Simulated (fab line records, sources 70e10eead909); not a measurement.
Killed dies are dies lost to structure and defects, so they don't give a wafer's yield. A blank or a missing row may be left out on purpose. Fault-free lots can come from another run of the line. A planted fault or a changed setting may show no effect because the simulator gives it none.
A struck lot beside a sound one || flow nand harc || 17 out of 1302 route steps
Sound: these wafers, L847.1, L847.2, L847.5. Wafers struck: L856.1, L856.2, L856.4. Last of all comes the cause.
Each step with rows lists, per side, the tool, then ch with its chambers, then its first start. Under that, the readings that differ: sound wafers || struck wafers || difference of the means || sigmas: that difference in standard deviations of wafers without a fault.
alike: readings whose means differ by less than 2 such deviations, and words and numbers that are the same on both sides. not compared: withheld readings, readings that some wafer has no value for, bounds like >300 that may hide the same value, and numbers for which the record gives no deviation and whose values overlap.
Wherever a step has rows on one side only, a row that says differs or no value, or a row with sigmas, the two part there. Numbers that don't overlap but have no deviation are shown without sigmas and don't part them. A reading missing from all wafers of one side parts the sides only when that side holds two or more wafers.

NHARC_A_M0_OVL_MEAS_10: pitch 160 nm.
  sound: overlay-01 at day 23 06:37; struck: overlay-02 at day 26 16:37
{"reading": "overlay x nm (nm)", "sound": "-1.8 -2.6 -2.4", "struck": "0.1 0.8 0.6", "difference": "+2.8", "sigmas": "+3"}
  alike: overlay y nm
NHARC_A_M0_INSPECT_11:
  sound: defect inspect-02 at day 23 06:40; struck: defect inspect-02 at day 26 16:39
  alike: raw defect count
then, 1 step without rows for these wafers: NHARC_A_M0_DESCUM_14 (chemistry O2, time 3 s).
NHARC_A_M0_ETCH_34: etches the open film in N2/H2, target depth 40 nm, overetch 12 nm, time 43.94 s.
  sound on rie diel-12 ch 1,3, day 23 06:49; struck on rie diel-09 ch 0,1,3, day 26 16:48
  alike: drypump motor current A, oes product au, rf vpp V, showerhead plenum p Torr, throttle valve pct
  not compared: rf hours counter h
then, 1 step without rows for these wafers: NHARC_A_M0_ETCH_15 (etches the open film in C4F8/Ar, target depth 150 nm, overetch 15 nm, time 82.5 s).
NHARC_A_M0_CD_MEAS_16:
  sound: cd sem-03 at day 23 07:01; struck: cd sem-01 at day 26 17:01
  alike: cd nm
then, 2 steps without rows for these wafers: NHARC_A_M0_STRIP_18 (strips in N2/H2); NHARC_A_M0_STRIP_19 (strips in post etch residue remover, time 600 s).
NHARC_A_M0_DEGAS_28: time 60 s.
  sound: pvd sputter-01 at day 23 07:38; struck: pvd sputter-02 at day 26 17:38
  alike: heater power w
NHARC_A_M0_PRE_CLEAN_29: time 30 s.
  sound on pvd sputter-01; struck on pvd sputter-02
  alike: heater power w
then, 1 step without rows for these wafers: NHARC_A_M0_PVD_20 (deposits TaN, target thk 5 nm, time 8.06 s).
NHARC_A_M0_PVD_21: deposits Cu, target thk 30 nm, time 20.49 s.
  sound on pvd sputter-01; struck on pvd sputter-02
  alike: throttle valve pct
NHARC_A_M0_ECD_22: material Cu, target thk 400 nm.
  sound on ecd cu-02 ch 0,1, day 23 08:00; struck on ecd cu-02 ch 0,1, day 26 17:59
  no value came back on the struck wafers for bath heat duty pct (%), bath temp c (C); on the sound wafers bath heat duty pct (%) reads 5.3 6.9 6.2
NHARC_A_M0_ANNEAL_30: time 90 s.
  sound on rtp anneal-02 ch 0, day 23 08:22; struck on rtp anneal-02 ch 0, day 26 18:22
  alike: anneal temp c, anneal temp c max, wafer_temp_C_max
NHARC_A_M0_CMP_23: polishes, t overpolish 20 s, target thk 113.75 nm.
  sound on cmp-02 ch 0,2,3, day 23 08:43; struck on cmp-02 ch 0,1,2, day 26 18:43
{"reading": "time to endpoint s (s)", "sound": "26.3 25.9 25.7", "struck": "0.0 0.0 1.5", "difference": -25.5, "sigmas": -14}
  alike: motor current A
NHARC_A_M0_THK_MEAS_24: measures by xrf.
  sound: film metro-02 at day 23 09:02; struck: film metro-01 at day 26 19:02
{"reading": "thk nm (nm)", "sound": "115.2 115.8 112.4", "struck": "29.5 29.7 28.7", "difference": -85.2, "sigmas": -57}
next, for these wafers, 1 step has no rows: NHARC_A_M0_SRD_25.

## WHERE THEY PART
Earliest at NHARC_A_M0_OVL_MEAS_10; latest, in this record, at NHARC_A_M0_THK_MEAS_24.

WHY: what had been put in by the simulator
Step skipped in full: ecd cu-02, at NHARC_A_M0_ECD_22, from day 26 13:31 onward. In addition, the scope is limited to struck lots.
